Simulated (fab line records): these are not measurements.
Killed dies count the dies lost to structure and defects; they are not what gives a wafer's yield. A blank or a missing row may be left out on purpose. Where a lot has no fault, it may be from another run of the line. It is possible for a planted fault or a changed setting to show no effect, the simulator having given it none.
Matching of chambers / flow n5Finfet / N5_BEOL_M0_CUTY_ETCH_62 on rieDiel-04: 4 sister chambers
The step etches SiARC in CF4, time 58.5 s. 4 wafers are shown with their chamber, then 11 later ones without.

WAFERS, EACH WITH ITS CHAMBER
wafer=L087.6; chamber=2; drypumpMotorCurrentA (A)=6.1
wafer=L088.1; chamber=1; drypumpMotorCurrentA (A)=5.0
wafer=L088.4; chamber=0; drypumpMotorCurrentA (A)=5.3
wafer=L090.1; chamber=3; drypumpMotorCurrentA (A)=6.1

WAFERS WITH NO CHAMBER GIVEN
wafer=L090.5; drypumpMotorCurrentA (A)=5.3
wafer=L090.6; drypumpMotorCurrentA (A)=6.0
wafer=L092.2; drypumpMotorCurrentA (A)=5.3
wafer=L092.4; drypumpMotorCurrentA (A)=6.0
wafer=L092.5; drypumpMotorCurrentA (A)=5.1
wafer=L096.2; drypumpMotorCurrentA (A)=5.4
wafer=L096.4; drypumpMotorCurrentA (A)=6.1
wafer=L096.6; drypumpMotorCurrentA (A)=5.1
wafer=L097.1; drypumpMotorCurrentA (A)=5.1
wafer=L097.2; drypumpMotorCurrentA (A)=6.0
wafer=L097.5; drypumpMotorCurrentA (A)=5.3

THE CHAMBER EACH PASSED THROUGH
wafer=L090.5; from the rows above=0; in truth=0
wafer=L090.6; from the rows above=can't be placed: 2 or 3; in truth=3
wafer=L092.2; from the rows above=0; in truth=0
wafer=L092.4; from the rows above=can't be placed: 2 or 3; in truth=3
wafer=L092.5; from the rows above=can't be placed: 1 or 0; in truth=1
wafer=L096.2; from the rows above=0; in truth=0
wafer=L096.4; from the rows above=can't be placed: 2 or 3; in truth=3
wafer=L096.6; from the rows above=can't be placed: 1 or 0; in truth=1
wafer=L097.1; from the rows above=can't be placed: 1 or 0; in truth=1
wafer=L097.2; from the rows above=can't be placed: 2 or 3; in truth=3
wafer=L097.5; from the rows above=0; in truth=0
Correct placement for 4 of the 11. Cannot be placed on the basis of these rows: 7; the candidates contain the true chamber in 7. Wrongly placed: 0.
How it was worked out, from the rows above alone: a wafer's distance from a chamber is the root of the sum, over the readings, of the square of ((its reading less the chamber's mean) divided by the reading's scatter). The wafer belongs to the nearest chamber; if the next one is less than 2 further off, it can't be placed. A chamber's mean is the mean of its shown wafers. The scatter: with one shown wafer a chamber, the root of the mean of the squares of how far each hidden wafer lies from its nearest shown one.
